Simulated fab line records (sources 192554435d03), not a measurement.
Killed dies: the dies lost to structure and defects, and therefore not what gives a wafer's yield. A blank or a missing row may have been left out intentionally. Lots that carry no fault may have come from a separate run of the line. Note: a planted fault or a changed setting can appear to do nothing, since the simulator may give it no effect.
Matching of chambers / flow n5Finfet / N5_BEOL_M0_SAQP_ETCH_84 on rieDiel-06 has 4 sister chambers
The step etches SOC in N2/H2, target depth 100 nm, overetch 20 nm, time 150 s. 8 wafers are shown with their chamber, then 10 later ones without.

== WAFERS WITH THEIR CHAMBER ==
wafer=L083.4; chamber=1; throttleValvePct (%)=18.05; showerheadPlenumPTorr (Torr)=2.39
wafer=L088.2; chamber=0; throttleValvePct (%)=17.34; showerheadPlenumPTorr (Torr)=2.59
wafer=L088.5; chamber=2; throttleValvePct (%)=17.60; showerheadPlenumPTorr (Torr)=2.66
wafer=L089.2; chamber=1; throttleValvePct (%)=17.66; showerheadPlenumPTorr (Torr)=2.71
wafer=L089.3; chamber=0; throttleValvePct (%)=17.37; showerheadPlenumPTorr (Torr)=2.59
wafer=L089.4; chamber=3; throttleValvePct (%)=18.26; showerheadPlenumPTorr (Torr)=2.47
wafer=L092.3; chamber=2; throttleValvePct (%)=17.61; showerheadPlenumPTorr (Torr)=2.65
wafer=L092.4; chamber=3; throttleValvePct (%)=18.30; showerheadPlenumPTorr (Torr)=2.47

== WAFERS WITHOUT THEIR CHAMBER ==
wafer=L092.6; throttleValvePct (%)=17.39; showerheadPlenumPTorr (Torr)=2.59
wafer=L093.1; throttleValvePct (%)=17.62; showerheadPlenumPTorr (Torr)=2.65
wafer=L093.2; throttleValvePct (%)=17.37; showerheadPlenumPTorr (Torr)=2.59
wafer=L093.4; throttleValvePct (%)=17.66; showerheadPlenumPTorr (Torr)=2.70
wafer=L095.2; throttleValvePct (%)=17.39; showerheadPlenumPTorr (Torr)=2.58
wafer=L095.3; throttleValvePct (%)=17.69; showerheadPlenumPTorr (Torr)=2.70
wafer=L095.4; throttleValvePct (%)=17.64; showerheadPlenumPTorr (Torr)=2.65
wafer=L096.2; throttleValvePct (%)=17.68; showerheadPlenumPTorr (Torr)=2.70
wafer=L096.3; throttleValvePct (%)=17.63; showerheadPlenumPTorr (Torr)=2.65
wafer=L096.4; throttleValvePct (%)=18.30; showerheadPlenumPTorr (Torr)=2.47

== WHICH CHAMBER EACH ONE RAN IN ==
wafer=L092.6; from the rows above=can't be placed: 0 or 2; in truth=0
wafer=L093.1; from the rows above=can't be placed: 2 or 1 or 0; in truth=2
wafer=L093.2; from the rows above=can't be placed: 0 or 2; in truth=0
wafer=L093.4; from the rows above=can't be placed: 2 or 1 or 0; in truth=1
wafer=L095.2; from the rows above=can't be placed: 0 or 2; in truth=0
wafer=L095.3; from the rows above=can't be placed: 2 or 1 or 0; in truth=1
wafer=L095.4; from the rows above=can't be placed: 2 or 1 or 0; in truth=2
wafer=L096.2; from the rows above=can't be placed: 2 or 1 or 0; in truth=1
wafer=L096.3; from the rows above=can't be placed: 2 or 1 or 0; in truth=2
wafer=L096.4; from the rows above=3; in truth=3
Placed correctly: 1 of 10. Can't be placed from these rows: 9 (the true chamber is among the candidates in 9). Wrongly placed: 0.
How it was worked out, from the rows above alone: a wafer's distance from a chamber is the root of the sum, over the readings, of the square of ((its reading less the chamber's mean) divided by the reading's scatter). The wafer belongs to the nearest chamber; if the next one is less than 2 further off, it can't be placed. Each chamber's mean is taken over the wafers shown for it. How the scatter is found: for the shown wafers, subtract from each reading the mean of its chamber, square and add these, divide the total by (wafers less chambers), then take the root.
